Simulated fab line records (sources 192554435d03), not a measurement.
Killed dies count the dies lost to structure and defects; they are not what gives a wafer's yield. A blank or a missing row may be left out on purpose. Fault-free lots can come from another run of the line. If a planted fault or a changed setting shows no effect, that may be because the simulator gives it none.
Problem report, 8D (eight disciplines) form, completed by code    flow n5 finfet    the parts of the form that need people (team, actions taken, sign-off) are left out

## 1. THE ISSUE
Wafers without a fault read 236 s, standard deviation 6.7; etch rf on time s at N5_PASSIVATION_VIA_ETCH_13 reads a mean of 286 s on 3 wafers belonging to 2 lots. Relative to the usual mean, that is a shift of +7.5 standard deviations.
The step: etches SiO2 in CHF3/O2, target depth 660 nm, time 330 s.
First seen on wafer L808.3, day 16 18:41, on rie diel-02. At this step, 32 wafers from 11 lots have a number in the record. By rule, "out" or "out of limits" means more than 4 standard deviations away from the usual mean. Any other wafer with a number is counted as sound.

## 2. WHAT IT IS AND WHAT IT IS NOT
question                     is                      is not
which readings at this step  etch rf on time s       drypump motor current A, oes product au, rf vpp V, showerhead plenum p Torr, throttle valve pct
which lots                   L808, L809              L794, L795, L796, L800, L802, L804, L811, L813, L814
which wafers of those lots   L808.3, L809.2, L809.3  L808.6, L809.5
read on which tools          rie diel-02             rie diel-03, rie diel-05
when                         from day 16 18:41       up to then (19 sound wafers); but 10 sound wafers of L809, L811, L813, L814 came after

## 3. SUSPECTS, AND WHAT RULES EACH OUT
Counting: a tool at a process step up to the reading stays a suspect if it ran every lot that is out. Sound lots after the first of them don't rule it out here, since some wafers of a struck lot are sound.
- rie diel-02 at N5_PASSIVATION_VIA_ETCH_13 (etches SiO2 in CHF3/O2, target depth 660 nm, time 330 s): kept. Every lot that is out went through it, the first being L808 (day 16 18:41); the last sound lot it ran before that was L804 (day 16 02:37). Out on those wafers are its own readings of etch rf on time s.
- Within rie diel-02 at N5_PASSIVATION_VIA_ETCH_13: the wafers that are out ran in chambers 1, 3; their sound lot-mates ran in chamber 2.
Left after counting: rie diel-02 at N5_PASSIVATION_VIA_ETCH_13.

## 4. THE CAUSE (what the simulator had put in)
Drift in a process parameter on rie diel-02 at N5_PASSIVATION_VIA_ETCH_13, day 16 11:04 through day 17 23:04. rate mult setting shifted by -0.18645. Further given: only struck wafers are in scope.
After counting, this tool was the only one left.

## 5. THE EFFECT CHAIN, in route order
Each row: a reading where the mean over the struck wafers with a number is more than 3 standard deviations away from the usual. Scope: only readings with a usual standard deviation given in the record; hours: median across lots of the time from each lot's start at the first step in this table that gives one to its start at this step; sigmas: change in usual standard deviations.
hours  step                        reading            usual  on struck wafers  change  sigmas
0      N5_PASSIVATION_VIA_ETCH_13  etch rf on time s  236 s  286               +50     +7.5
The process steps in it:
- N5_PASSIVATION_VIA_ETCH_13: etches SiO2 in CHF3/O2, target depth 660 nm, time 330 s.

## 6. HOW IT WOULD HAVE BEEN CAUGHT EARLIER
First out-of-limits reading in this record: day 16 18:41, which is 8 hours after fault onset at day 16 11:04.
